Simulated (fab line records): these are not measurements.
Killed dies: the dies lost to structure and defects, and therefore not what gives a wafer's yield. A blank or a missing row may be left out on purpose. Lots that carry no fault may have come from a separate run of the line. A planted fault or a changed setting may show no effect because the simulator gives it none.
Matching of chambers / flow n5Finfet / N5_BEOL_M0_STRIP_142 on rieDiel-01 has 4 sister chambers
The step strips in N2/H2, time 10 s. 18 wafers are shown with their chamber, then 9 later ones without.

== WAFERS PAIRED WITH THEIR CHAMBERS ==
wafer=L075.3; chamber=3; drypumpMotorCurrentA (A)=6.1; showerheadPlenumPTorr (Torr)=2.47; throttleValvePct (%)=23.2
wafer=L075.4; chamber=1; drypumpMotorCurrentA (A)=6.3; showerheadPlenumPTorr (Torr)=2.47; throttleValvePct (%)=23.6
wafer=L075.6; chamber=1; drypumpMotorCurrentA (A)=6.3; showerheadPlenumPTorr (Torr)=2.47; throttleValvePct (%)=23.6
wafer=L076.1; chamber=2; drypumpMotorCurrentA (A)=5.8; showerheadPlenumPTorr (Torr)=2.47; throttleValvePct (%)=23.5
wafer=L076.2; chamber=3; drypumpMotorCurrentA (A)=6.1; showerheadPlenumPTorr (Torr)=2.47; throttleValvePct (%)=23.2
wafer=L076.5; chamber=1; drypumpMotorCurrentA (A)=6.3; showerheadPlenumPTorr (Torr)=2.47; throttleValvePct (%)=23.6
wafer=L077.1; chamber=2; drypumpMotorCurrentA (A)=5.8; showerheadPlenumPTorr (Torr)=2.47; throttleValvePct (%)=23.5
wafer=L077.3; chamber=1; drypumpMotorCurrentA (A)=6.3; showerheadPlenumPTorr (Torr)=2.47; throttleValvePct (%)=23.6
wafer=L077.6; chamber=3; drypumpMotorCurrentA (A)=6.1; showerheadPlenumPTorr (Torr)=2.47; throttleValvePct (%)=23.2
wafer=L090.1; chamber=2; drypumpMotorCurrentA (A)=5.8; showerheadPlenumPTorr (Torr)=2.46; throttleValvePct (%)=23.6
wafer=L090.2; chamber=0; drypumpMotorCurrentA (A)=4.8; showerheadPlenumPTorr (Torr)=2.50; throttleValvePct (%)=23.9
wafer=L090.6; chamber=1; drypumpMotorCurrentA (A)=6.3; showerheadPlenumPTorr (Torr)=2.47; throttleValvePct (%)=23.2
wafer=L091.1; chamber=1; drypumpMotorCurrentA (A)=6.3; showerheadPlenumPTorr (Torr)=2.46; throttleValvePct (%)=23.2
wafer=L091.4; chamber=0; drypumpMotorCurrentA (A)=4.9; showerheadPlenumPTorr (Torr)=2.50; throttleValvePct (%)=24.0
wafer=L091.5; chamber=2; drypumpMotorCurrentA (A)=5.8; showerheadPlenumPTorr (Torr)=2.46; throttleValvePct (%)=23.6
wafer=L092.2; chamber=1; drypumpMotorCurrentA (A)=6.3; showerheadPlenumPTorr (Torr)=2.46; throttleValvePct (%)=23.2
wafer=L092.4; chamber=2; drypumpMotorCurrentA (A)=5.8; showerheadPlenumPTorr (Torr)=2.46; throttleValvePct (%)=23.6
wafer=L092.6; chamber=1; drypumpMotorCurrentA (A)=6.4; showerheadPlenumPTorr (Torr)=2.46; throttleValvePct (%)=23.2

SIGNATURES (means of the wafers above)
reading=drypumpMotorCurrentA; chamber 0=4.850; chamber 1=6.312; chamber 2=5.800; chamber 3=6.100; scatter within a chamber=0.0313
reading=showerheadPlenumPTorr; chamber 0=2.5000; chamber 1=2.4663; chamber 2=2.4640; chamber 3=2.4700; scatter within a chamber=0.00469
reading=throttleValvePct; chamber 0=23.950; chamber 1=23.400; chamber 2=23.560; chamber 3=23.200; scatter within a chamber=0.155
Rule: a wafer lies at a distance from a chamber equal to the root of the sum of squares, over the readings, of (its reading less the chamber's mean, divided by the reading's scatter). If the next closest chamber is less than 2 further off than the closest, the wafer can't be placed; otherwise it belongs to the closest. The scatter: take each reading less its chamber's mean, square it, sum over the shown wafers, divide by the number of wafers less the number of chambers, and take the root.

== WAFERS WITHOUT THEIR CHAMBER ==
wafer=L093.2; drypumpMotorCurrentA (A)=5.8; showerheadPlenumPTorr (Torr)=2.46; throttleValvePct (%)=23.6
wafer=L093.3; drypumpMotorCurrentA (A)=6.3; showerheadPlenumPTorr (Torr)=2.46; throttleValvePct (%)=23.2
wafer=L093.6; drypumpMotorCurrentA (A)=5.8; showerheadPlenumPTorr (Torr)=2.46; throttleValvePct (%)=23.6
wafer=L094.1; drypumpMotorCurrentA (A)=6.1; showerheadPlenumPTorr (Torr)=2.46; throttleValvePct (%)=23.3
wafer=L094.2; drypumpMotorCurrentA (A)=6.3; showerheadPlenumPTorr (Torr)=2.46; throttleValvePct (%)=23.2
wafer=L094.4; drypumpMotorCurrentA (A)=6.4; showerheadPlenumPTorr (Torr)=2.46; throttleValvePct (%)=23.2
wafer=L097.2; drypumpMotorCurrentA (A)=6.1; showerheadPlenumPTorr (Torr)=2.45; throttleValvePct (%)=23.3
wafer=L097.3; drypumpMotorCurrentA (A)=5.8; showerheadPlenumPTorr (Torr)=2.45; throttleValvePct (%)=23.6
wafer=L097.6; drypumpMotorCurrentA (A)=6.3; showerheadPlenumPTorr (Torr)=2.46; throttleValvePct (%)=23.2

== THE CHAMBER EACH PASSED THROUGH ==
wafer=L093.2; from the rows above=2; in truth=2
wafer=L093.3; from the rows above=1; in truth=1
wafer=L093.6; from the rows above=2; in truth=2
wafer=L094.1; from the rows above=3; in truth=3
wafer=L094.2; from the rows above=1; in truth=1
wafer=L094.4; from the rows above=1; in truth=1
wafer=L097.2; from the rows above=3; in truth=3
wafer=L097.3; from the rows above=2; in truth=2
wafer=L097.6; from the rows above=1; in truth=1
Correct placement for 9 of the 9. From these rows, 0 cannot be placed. Wrongly placed: 0.
